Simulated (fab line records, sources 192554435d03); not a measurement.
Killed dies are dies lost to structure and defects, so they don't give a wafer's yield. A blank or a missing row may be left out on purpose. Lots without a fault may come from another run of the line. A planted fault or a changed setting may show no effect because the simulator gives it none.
A struck lot beside a sound one | flow n5_finfet | 25 steps out of a route of 1938
Sound: wafers L749.1, L749.2. Struck: wafers L759.2, L759.4, L759.5. The cause comes at the end.
At each step with rows: each side's tool, then ch and its chambers, then its first start. Under that, the readings that differ: sound wafers | struck wafers | difference of the means | sigmas: that difference in standard deviations of wafers without a fault.
alike: readings whose means differ by less than 2 such deviations, and words and numbers that are the same on both sides. not compared: withheld readings, readings that some wafer has no value for, bounds like >300 that may hide the same value, and numbers for which the record gives no deviation and whose values overlap.
The two part at a step that has a row with sigmas, a row that says differs or no value, or rows on one side only. Numbers that don't overlap but have no deviation are shown without sigmas and don't part them. A reading that every wafer of one side lacks parts them only if that side has two wafers or more.

first, 9 steps without rows for these wafers: N5_SD_EPI_N_EBR_05; N5_SD_EPI_N_SOFTBAKE_04 (time 60 s); N5_SD_EPI_N_EXPOSE_06 (exposes mask SD N BLK, target cd 120 nm); N5_SD_EPI_N_PEB_07 (peb time 60 s); N5_SD_EPI_N_DEVELOP_08 (develop time 30 s); N5_SD_EPI_N_DESCUM_14 (chemistry O2, time 7.9 s); N5_SD_EPI_N_ETCH_34 (etches SiARC in CF4, target depth 45.5 nm, time 75.8 s); N5_SD_EPI_N_ETCH_35 (etches SOC in N2/H2, overetch 108 nm, time 486 s); N5_SD_EPI_N_STRIP_36 (strips in N2/H2).
N5_SD_EPI_N_ETCHBACK_44: etches SiNx in CH3F/O2, stops on SiO2, target depth 14.5 nm.
  sound on rie_diel-05 ch 1,2, day 6 01:26; struck on rie_diel-05 ch 0,2, day 8 12:15
  no value came back on the struck wafers for any of 11 readings (CH3F_flow_sccm (sccm), O2_flow_sccm (sccm) and others); on the sound wafers CH3F_flow_sccm (sccm) reads 29.98 30.13
  reading                                     | sound     | struck         | difference | sigmas
  model.SiARC_of_SD_EPI_N_COAT_33.thk_nm (nm) | 16.4 16.4 | 20.2 19.6 19.8 | +3.5       |
then, 1 step without rows for these wafers: N5_SD_EPI_N_ETCH_45 (etches SiOCN in CH3F/O2, target depth 6 nm).
N5_SD_EPI_N_ETCH_16: etches SiO2 in CHF3/O2, target depth 5 nm.
  sound on rie_diel-05 ch 1,2, day 6 01:38; struck on rie_diel-05 ch 0,2, day 8 12:27
  reading                                     | sound     | struck         | difference | sigmas
  model.SiARC_of_SD_EPI_N_COAT_33.thk_nm (nm) | 12.8 12.8 | 16.6 16.2 16.2 | +3.5       |
  alike: bias_w, drypump_motor_current_A, mfc_ar_sccm, oes_ar_750_au, oes_product_au, rf_vpp_V, showerhead_plenum_p_Torr, throttle_valve_pct
  not compared: rf_hours_counter_h
then, 8 steps without rows for these wafers: N5_SD_EPI_N_STRIP_47 (strips in CHF3/O2); N5_SD_EPI_N_SD_RECESS_17 (chemistry HBr/Cl2/O2, target depth 41 nm, time 23.7 s, bt time 3 s); N5_SD_EPI_N_STRIP_38 (strips in N2/H2); N5_SD_EPI_N_WET_ETCH_43 (etches SiO2 in dHF, time 14 s, target depth 1.5 nm); N5_SD_EPI_N_STRIP_18 (strips in SPM, time 750 s); N5_SD_EPI_N_SRD_20 (time 30 s); N5_SD_EPI_N_PRECLEAN_48 (cleans in NF3:NH3, afs cycles 2, time 20 s, sublimation time 60 s); N5_SD_EPI_N_VAPOR_ETCH_50 (etches Si in HCl, time 54 s).
N5_SD_EPI_N_EPI_21: deposits Si:P, time 690 s.
  sound on epi_rpcvd-01 ch 0, day 6 02:53; struck on epi_rpcvd-02 ch 0, day 8 13:47
  reading                                   | sound   | struck      | difference | sigmas
  model.Si-P_of_SD_EPI_N_EPI_21.thk_nm (nm) | 59.6 60 | 1.6 0.8 1.2 | -58.6      |
  alike: susceptor_temp_C_max
N5_SD_EPI_N_PRECLEAN_24: cleans in O3/DIW, time 60 s.
  sound on wet_bench-04 ch 0,6, day 6 05:11; struck on wet_bench-06 ch 0,6,7, day 8 15:16
  reading                                   | sound     | struck      | difference | sigmas
  model.Si-P_of_SD_EPI_N_EPI_21.thk_nm (nm) | 59.2 59.6 | 1.6 0.6 1.2 | -58.3      |
then, 1 step without rows for these wafers: N5_SD_EPI_N_SRD_25 (time 30 s).
N5_BEOL_M4_RC_MEAS_101:
  the record has rows for the sound wafers here (prober-01 ch 0, day 14 05:10) and none for the struck ones
-- the record jumps here: 13 days lie between the struck wafers' starts before and after (it left off in module BEOL_M4 and takes up again in module PASSIVATION, whose first step shown is number 1936 of the route) --
N5_PASSIVATION_PROBE_49:
  the record has rows for the struck wafers here (prober-01, day 21 20:32) and none for the sound ones

WHERE THEY PART
First at N5_SD_EPI_N_ETCHBACK_44; last, within this record, at N5_PASSIVATION_PROBE_49.

WHY: what the simulator had put in
Skipped step whole: rie_diel-05, from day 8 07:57 on, at N5_SD_EPI_N_ETCHBACK_44. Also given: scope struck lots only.
